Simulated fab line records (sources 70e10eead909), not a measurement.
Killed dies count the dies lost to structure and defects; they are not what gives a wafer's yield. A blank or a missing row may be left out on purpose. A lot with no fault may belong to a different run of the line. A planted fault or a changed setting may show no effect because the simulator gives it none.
Matching of chambers | flow nandHarc | NHARC_P_M0_CMP_23 on cmp-01: 4 sister chambers
The step polishes, t overpolish 20 s, target thk 117.54 nm. 4 wafers are shown with their chamber, then 6 later ones without.

WAFERS WITH THEIR CHAMBER
wafer  | chamber | motorCurrentA (A)
L399.3 | 3       | 11.9
L416.4 | 2       | 11.5
L416.5 | 0       | 12.1
L416.6 | 1       | 12.4

WAFERS WITH NO CHAMBER GIVEN
wafer  | motorCurrentA (A)
L421.2 | 11.8
L421.5 | 11.4
L421.6 | 12.2
L420.2 | 11.5
L420.4 | 12.7
L420.6 | 11.6

CHAMBER TAKEN BY EACH
wafer  | from the rows above          | in truth
L421.2 | can't be placed: 3 or 0 or 2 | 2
L421.5 | 2                            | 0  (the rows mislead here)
L421.6 | can't be placed: 0 or 1 or 3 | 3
L420.2 | 2                            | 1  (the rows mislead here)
L420.4 | 1                            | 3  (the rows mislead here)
L420.6 | can't be placed: 2 or 3      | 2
Placed correctly: 0 of 6. Can't be placed from these rows: 3 (the true chamber is among the candidates in 3). Number placed wrongly: 3.
How it was worked out, from the rows above alone: a wafer's distance from a chamber is the root of the sum, over the readings, of the square of ((its reading less the chamber's mean) divided by the reading's scatter). If the next closest chamber is less than 2 further off than the closest, the wafer can't be placed; otherwise it belongs to the closest. A chamber's mean is the mean of its shown wafers. The scatter: root of mean squared gap, hidden wafer to nearest shown wafer, with one shown wafer a chamber.
